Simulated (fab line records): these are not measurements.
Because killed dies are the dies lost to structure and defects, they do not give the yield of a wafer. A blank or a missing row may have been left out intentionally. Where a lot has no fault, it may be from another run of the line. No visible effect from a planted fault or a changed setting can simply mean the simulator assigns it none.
Matching of chambers | flow n5Finfet | aldMetal-04 running N5_HKMG_FIN_ALD_21: 4 sister chambers
The step deposits TiN, target thk 1.5 nm, pulse time 1 s, purge time 3 s. 4 wafers are shown with their chamber, then 8 later ones without.

WAFERS, EACH WITH ITS CHAMBER
wafer  | chamber | heaterPowerW (W)
L796.5 | 3       | 853
L798.3 | 1       | 782
L798.4 | 2       | 992
L802.1 | 0       | 894

WAFERS WHOSE CHAMBER IS MISSING
wafer  | heaterPowerW (W)
L802.4 | 998
L802.5 | 985
L804.2 | 992
L804.3 | 823
L804.5 | 895
L805.1 | 921
L805.3 | 805
L805.5 | 914

WHICH CHAMBER EACH WENT THROUGH
wafer  | from the rows above     | in truth
L802.4 | 2                       | 2
L802.5 | 2                       | 2
L804.2 | 2                       | 2
L804.3 | can't be placed: 3 or 1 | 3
L804.5 | 0                       | 0
L805.1 | 0                       | 0
L805.3 | can't be placed: 1 or 3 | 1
L805.5 | 0                       | 0
Correct placement for 6 of the 8. These rows do not allow placing 2 (true chamber among the candidates in 2). Wrongly placed: 0.
How it was worked out, from the rows above alone: a wafer's distance from a chamber is the root of the sum, over the readings, of the square of ((its reading less the chamber's mean) divided by the reading's scatter). If the next closest chamber is less than 2 further off than the closest, the wafer can't be placed; otherwise it belongs to the closest. A chamber's mean is the mean of its shown wafers. The scatter (one wafer shown for each chamber): square how far every hidden wafer sits from the nearest shown wafer, average those squares and take the square root.
